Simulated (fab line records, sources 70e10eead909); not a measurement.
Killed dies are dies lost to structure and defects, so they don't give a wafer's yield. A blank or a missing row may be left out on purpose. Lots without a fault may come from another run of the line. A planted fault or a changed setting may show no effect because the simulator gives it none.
Which tool did it? | flow nand_harc | 12 lots, 36 wafers sampled, at 6 steps of a route of 1159

WHAT THE GAUGES READ, wafer by wafer
NHARC_P_ZERO_WELL_CD_MEAS_37: target cd 720 nm. Usual: cd_nm 719.7 nm, standard deviation 1.7.
lot  | measured    | on        | cd_nm (nm)        | flag
L165 | day 2 04:10 | cd_sem-02 | 720.8 721.1 719.7 |
L166 | day 2 10:16 | cd_sem-02 | 721.2 719.1 718.0 |
L167 | day 2 16:00 | cd_sem-01 | 719.4 718.8 717.6 |
L170 | day 3 10:07 | cd_sem-03 | 722.1 722.3 719.2 |
L171 | day 3 16:14 | cd_sem-03 | - - -             | OFF
L178 | day 5 09:52 | cd_sem-02 | 718.2 717.0 717.3 |
L180 | day 5 22:13 | cd_sem-03 | 721.1 721.1 722.8 |
L181 | day 6 04:18 | cd_sem-03 | 720.7 719.7 717.1 |
L182 | day 6 10:05 | cd_sem-03 | 719.0 717.1 719.1 |
L183 | day 6 16:07 | cd_sem-03 | 720.0 717.0 719.8 |
L184 | day 6 21:53 | cd_sem-03 | 720.6 717.9 720.9 |
L186 | day 7 10:08 | cd_sem-03 | 722.7 720.4 720.8 |

NHARC_END_SORT_01. Usual: killed_at_array 27, standard deviation 11; killed_at_other 0.6, standard deviation 0.89; killed_at_periphery 3.0, standard deviation 2.4; killed_dies 31, standard deviation 12; killed_open 3.2, standard deviation 1.6; killed_short 2.0, standard deviation 1.5.
lot  | measured     | on        | killed_at_array | killed_at_other | killed_at_periphery | killed_dies | killed_open | killed_short | flag
L171 | day 21 09:57 | prober-01 | 15 16 12        | 1 0 1           | 661 661 664         | 677 677 677 | 2 3 4       | 2 3 1        | OFF

WHICH TOOL RAN EACH LOT (tool, then ch and the chambers of the sampled wafers, then the start)
lot  | NHARC_P_ZERO_WELL_DESCUM_26       | NHARC_P_ZERO_WELL_EXPOSE_34      | NHARC_P_GATE_ETCH_32             | NHARC_P_GATE_ETCHBACK_37
L165 | rie_diel-04 ch 0,1,3, day 2 02:40 | krf_scanner-03 ch 0, day 2 04:01 | rie_si-03 ch 1,3, day 4 22:18    | rie_diel-05 ch 1,2,3, no start
L166 | rie_diel-09 ch 0,2,3, day 2 08:45 | krf_scanner-01 ch 0, day 2 10:07 | rie_si-04 ch 0,1,3, day 5 13:47  | rie_diel-05 ch 0,2,3, no start
L167 | rie_diel-09 ch 0,2, day 2 14:39   | krf_scanner-01 ch 0, day 2 15:50 | rie_si-03 ch 1,2,3, day 5 13:55  | rie_diel-05 ch 0,2,3, no start
L170 | rie_diel-04 ch 1,2,3, day 3 08:45 | krf_scanner-01 ch 0, day 3 09:57 | rie_si-02 ch 0,1,2, day 6 07:20  | rie_diel-02 ch 0,1,2, no start
L171 | rie_diel-12 ch 0,2,3, day 3 14:46 | krf_scanner-03 ch 0, day 3 16:05 | -                                | -
L178 | rie_diel-12 ch 0,2,3, day 5 08:32 | krf_scanner-01 ch 0, day 5 09:43 | rie_si-02 ch 0,1, day 8 11:40    | rie_diel-05 ch 2,3, no start
L180 | rie_diel-09 ch 0,1,3, day 5 20:45 | krf_scanner-03 ch 0, day 5 22:04 | rie_si-02 ch 0,2,3, day 8 23:07  | rie_diel-02 ch 0,1,3, no start
L181 | rie_diel-09 ch 2,3, day 6 02:49   | krf_scanner-02 ch 0, day 6 04:08 | rie_si-03 ch 1,2,3, day 8 23:08  | rie_diel-05 ch 0,3, no start
L182 | rie_diel-12 ch 0,1,2, day 6 08:37 | krf_scanner-01 ch 0, day 6 09:56 | rie_si-04 ch 0,1,3, day 9 10:32  | rie_diel-05 ch 0,1,3, no start
L183 | rie_diel-09 ch 1,3, day 6 14:42   | krf_scanner-01 ch 0, day 6 15:58 | rie_si-03 ch 0,2,3, day 9 17:17  | rie_diel-02 ch 2,3, no start
L184 | rie_diel-12 ch 0,3, day 6 20:31   | krf_scanner-01 ch 0, day 6 21:43 | rie_si-03 ch 0,1,3, day 10 02:38 | rie_diel-02 ch 0,1,2, no start
L186 | rie_diel-09 ch 1,2, day 7 08:39   | krf_scanner-01 ch 0, day 7 09:58 | rie_si-03 ch 0,1,3, day 10 02:49 | rie_diel-02 ch 1,3, no start
- NHARC_P_ZERO_WELL_DESCUM_26: chemistry O2, time 3 s.
- NHARC_P_ZERO_WELL_EXPOSE_34: exposes mask P PWELL, target cd 720 nm.
- NHARC_P_GATE_ETCH_32: etches the open film in HBr/Cl2, target depth 150 nm, time 100.1 s.
- NHARC_P_GATE_ETCHBACK_37: etches the open film in CHF3/O2, target depth 34.5 nm, time 17.2 s.

WHAT THE TOOLS THEMSELVES READ (means of the sampled wafers that have a number; where no wafer has one, the mark that the record gives instead)
NHARC_P_ZERO_WELL_DESCUM_26. Usual: drypump_motor_current_A 5.73 A, standard deviation 0.29; oes_product_au 0.998 a.u., standard deviation 0.01; rf_vpp_V 57.9 V, standard deviation 0.88; showerhead_plenum_p_Torr 1.94 Torr, standard deviation 0.082; throttle_valve_pct 11.313 %, standard deviation 0.0086.
lot  | tool        | drypump_motor_current_A (A) | oes_product_au (a.u.) | rf_vpp_V (V) | showerhead_plenum_p_Torr (Torr) | throttle_valve_pct (%) | flag
L165 | rie_diel-04 | 5.75                        | 1.007                 | 57.6         | 1.87                            | 11.314                 |
L166 | rie_diel-09 | 5.88                        | 0.997                 | 58.2         | 1.94                            | 11.305                 |
L167 | rie_diel-09 | 5.98                        | 1.002                 | 57.8         | 1.88                            | 11.317                 |
L170 | rie_diel-04 | 5.67                        | 1.005                 | 58.3         | 1.86                            | 11.315                 |
L171 | rie_diel-12 | 5.74                        | 0.990                 | 57.7         | 1.96                            | 11.317                 |
L178 | rie_diel-12 | 5.74                        | 1.000                 | 58.0         | 1.96                            | 11.318                 |
L180 | rie_diel-09 | 5.72                        | 0.981                 | 58.1         | 1.95                            | 11.311                 |
L181 | rie_diel-09 | 6.00                        | 0.984                 | 57.9         | 1.95                            | 11.314                 |
L182 | rie_diel-12 | 5.49                        | 1.008                 | 58.0         | 1.97                            | 11.311                 |
L183 | rie_diel-09 | 5.75                        | 0.997                 | 56.8         | 1.92                            | 11.315                 |
L184 | rie_diel-12 | 5.87                        | 1.001                 | 58.0         | 1.99                            | 11.316                 |
L186 | rie_diel-09 | 6.04                        | 0.998                 | 57.1         | 1.85                            | 11.317                 |

NHARC_P_GATE_ETCH_32. Usual: drypump_motor_current_A 5.9 A, standard deviation 0.31; he_backside_leak_sccm 2.74 sccm, standard deviation 0.18; oes_product_au 0.996 a.u., standard deviation 0.0092; throttle_valve_pct 26.405 %, standard deviation 0.0094.
lot  | tool      | drypump_motor_current_A (A) | he_backside_leak_sccm (sccm) | oes_product_au (a.u.) | throttle_valve_pct (%) | flag
L165 | rie_si-03 | 6.0                         | 2.87                         | 1.002                 | 26.400                 |
L166 | rie_si-04 | 5.5                         | 2.77                         | 0.999                 | 26.404                 |
L167 | rie_si-03 | 6.1                         | 2.60                         | 0.995                 | 26.398                 |
L170 | rie_si-02 | 5.9                         | 2.63                         | 1.004                 | 26.412                 |
L178 | rie_si-02 | 5.8                         | 2.60                         | 1.007                 | 26.409                 |
L180 | rie_si-02 | 5.8                         | 2.78                         | 1.007                 | 26.404                 |
L181 | rie_si-03 | 6.1                         | 2.55                         | 1.001                 | 26.415                 |
L182 | rie_si-04 | 5.5                         | 2.74                         | 0.994                 | 26.397                 |
L183 | rie_si-03 | 6.2                         | 2.85                         | 0.989                 | 26.403                 |
L184 | rie_si-03 | 6.2                         | 2.71                         | 0.996                 | 26.412                 |
L186 | rie_si-03 | 6.2                         | 2.78                         | 0.988                 | 26.410                 |

NHARC_P_GATE_ETCHBACK_37. Usual: drypump_motor_current_A 5.9 A, standard deviation 0.44; oes_product_au 0.95 a.u., standard deviation 0.032; rf_vpp_V 370.0 V, standard deviation 2.4; showerhead_plenum_p_Torr 2.38 Torr, standard deviation 0.1; throttle_valve_pct 20.574 %, standard deviation 0.0088.
lot  | tool        | drypump_motor_current_A (A) | oes_product_au (a.u.) | rf_vpp_V (V) | showerhead_plenum_p_Torr (Torr) | throttle_valve_pct (%) | flag
L165 | rie_diel-05 | 5.8                         | 0.92                  | 369.0        | 2.37                            | 20.574                 |
L166 | rie_diel-05 | 6.1                         | 0.92                  | 370.5        | 2.36                            | 20.575                 |
L167 | rie_diel-05 | 6.0                         | 0.92                  | 370.1        | 2.36                            | 20.573                 |
L170 | rie_diel-02 | 5.9                         | 0.94                  | 370.5        | 2.41                            | 20.577                 |
L178 | rie_diel-05 | 6.3                         | 0.99                  | 369.6        | 2.37                            | 20.578                 |
L180 | rie_diel-02 | 6.1                         | 0.95                  | 370.9        | 2.38                            | 20.568                 |
L181 | rie_diel-05 | 5.7                         | 1.00                  | 371.6        | 2.43                            | 20.575                 |
L182 | rie_diel-05 | 5.6                         | 0.94                  | 369.5        | 2.35                            | 20.564                 |
L183 | rie_diel-02 | 5.7                         | 0.95                  | 372.2        | 2.48                            | 20.567                 |
L184 | rie_diel-02 | 5.9                         | 0.93                  | 369.8        | 2.40                            | 20.571                 |
L186 | rie_diel-02 | 5.9                         | 0.93                  | 370.4        | 2.44                            | 20.585                 |

THE ANSWER, worked out from the rows above alone
Rule: a lot is off if the mean of its wafers that have a number lies more than 3 standard deviations from the usual mean. A lot without any number at a reading at which 4 lots or more have one is off too. The other lots that the step has rows for count as sound. The gauges are gone through in route order, then the tools' own readings, and for those a lot's mean is taken as printed above. The first step at which some lot is off is used, and at that step the reading that is off furthest; a lot without a number counts as furthest.
Off: L171, at NHARC_P_ZERO_WELL_CD_MEAS_37 (cd_nm). Without a number there: L171.
A tool fits if, at a process step before that reading, it ran every lot that is off, and no sound lot after the first of them. The gauges at NHARC_P_ZERO_WELL_CD_MEAS_37 aren't tried: what is off there is off at NHARC_END_SORT_01 too, on other tools, and a gauge's error can't cause that. None of those tried fits.

WHAT THE SIMULATOR HAD PUT IN
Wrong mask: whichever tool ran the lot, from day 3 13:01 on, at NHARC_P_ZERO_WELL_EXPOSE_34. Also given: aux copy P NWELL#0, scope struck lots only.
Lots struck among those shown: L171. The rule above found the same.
